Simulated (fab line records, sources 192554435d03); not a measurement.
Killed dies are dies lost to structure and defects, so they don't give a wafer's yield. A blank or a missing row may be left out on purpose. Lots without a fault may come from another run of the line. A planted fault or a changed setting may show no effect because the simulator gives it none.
Which tool did it? | flow n5_finfet | 10 lots, 30 wafers sampled, at 5 steps of a route of 1938

WHAT THE GAUGES READ, wafer by wafer
N5_BEOL_M1_THK_MEAS_53: measures by xrf.
lot  | measured     | on            | M1_THK (nm)
L075 | day 7 04:52  | film_metro-02 | 40.2 42.3 41.7
L078 | day 7 13:16  | film_metro-02 | 41.5 42.4 43.8
L079 | day 8 04:03  | film_metro-01 | 40.3 40.5 41.1
L081 | day 8 19:17  | film_metro-01 | 40.1 41.4 42.4
L083 | day 8 17:45  | film_metro-01 | 40.3 40.5 43.2
L087 | day 9 19:37  | film_metro-01 | 42.5 41.8 42.0
L090 | day 10 12:54 | film_metro-01 | 39.6 42.0 41.6
L092 | day 11 13:57 | film_metro-02 | 40.8 41.6 41.2
L095 | day 11 20:29 | film_metro-02 | 39.6 40.2 40.5
L096 | day 12 00:57 | film_metro-02 | 39.2 38.7 41.5

WHICH TOOL RAN EACH LOT (tool, then ch and the chambers of the sampled wafers, then the start)
lot  | N5_BEOL_M1_STRIP_19                | N5_BEOL_M1_DESCUM_33               | N5_BEOL_M1_ETCH_69                 | N5_BEOL_M1_CMP_52
L075 | rie_diel-05 ch 0,2,3, day 6 16:59  | rie_diel-05 ch 1,2,3, day 6 18:07  | rie_diel-05 ch 1,2,3, day 6 18:10  | cmp-03 ch 0,3, day 7 04:37
L078 | rie_diel-02 ch 0,2, day 7 05:13    | rie_diel-05 ch 1,2, day 7 05:43    | rie_diel-05 ch 1,2, day 7 05:46    | cmp-03 ch 1,2, day 7 12:58
L079 | rie_diel-04 ch 2,3, day 7 14:53    | rie_diel-04 ch 1,2,3, day 7 15:25  | rie_diel-04 ch 1,2,3, day 7 15:28  | cmp-01 ch 0,1,3, day 8 03:47
L081 | rie_diel-05 ch 0,1,3, day 7 23:15  | rie_diel-02 ch 1,2, day 7 23:53    | rie_diel-02 ch 1,2, day 7 23:56    | cmp-02 ch 1,3, day 8 19:02
L083 | rie_diel-05 ch 1,3, day 8 09:13    | rie_diel-02 ch 0,2, day 8 09:50    | rie_diel-02 ch 0,2, day 8 09:54    | cmp-03 ch 1,2, day 8 17:27
L087 | rie_diel-02 ch 0,1,3, day 9 04:02  | rie_diel-04 ch 0,1,3, day 9 04:33  | rie_diel-04 ch 0,1,3, day 9 04:36  | cmp-03 ch 0,3, day 9 19:19
L090 | rie_diel-04 ch 0,1, day 10 04:38   | rie_diel-02 ch 1,2,3, day 10 05:10 | rie_diel-02 ch 1,2,3, day 10 05:13 | cmp-01 ch 0,1,3, day 10 12:39
L092 | rie_diel-02 ch 0,2,3, day 10 15:37 | rie_diel-02 ch 1,2, day 10 16:08   | rie_diel-02 ch 1,2, day 10 16:11   | cmp-01 ch 1,2,3, day 11 13:44
L095 | rie_diel-04 ch 0,1,3, day 11 08:37 | rie_diel-05 ch 2,3, day 11 09:07   | rie_diel-05 ch 2,3, day 11 09:10   | cmp-01 ch 0,3, day 11 20:13
L096 | rie_diel-04 ch 0,3, day 11 17:15   | rie_diel-02 ch 1,3, day 11 17:47   | rie_diel-02 ch 1,3, day 11 17:50   | cmp-01 ch 0,3, day 12 00:40
- N5_BEOL_M1_STRIP_19: strips in O2.
- N5_BEOL_M1_DESCUM_33: chemistry O2, time 7 s.
- N5_BEOL_M1_ETCH_69: etches SiARC in CF4, target depth 15.6 nm, time 26 s.
- N5_BEOL_M1_CMP_52: polishes, stops on SiOC, t overpolish 6.8 s, target thk 40 nm.

THE ANSWER, worked out from the rows above alone
Rule: what is usual is taken from the lots themselves. Put in order of their means at a reading, lots are off if they are a third of the lots or fewer, leave a main group of 4 or more, and stand apart from it by a gap of 3 or more times the standard deviation of the main group's means; of several such gaps the widest counts. A main group whose means are all the same, to the digits that the tables above print for the reading, isn't used. A lot without any number at a reading at which 4 lots or more have one is off too. The other lots that the step has rows for count as sound.
No lot is off at any reading shown: from this, nothing can be told.

WHAT THE SIMULATOR HAD PUT IN
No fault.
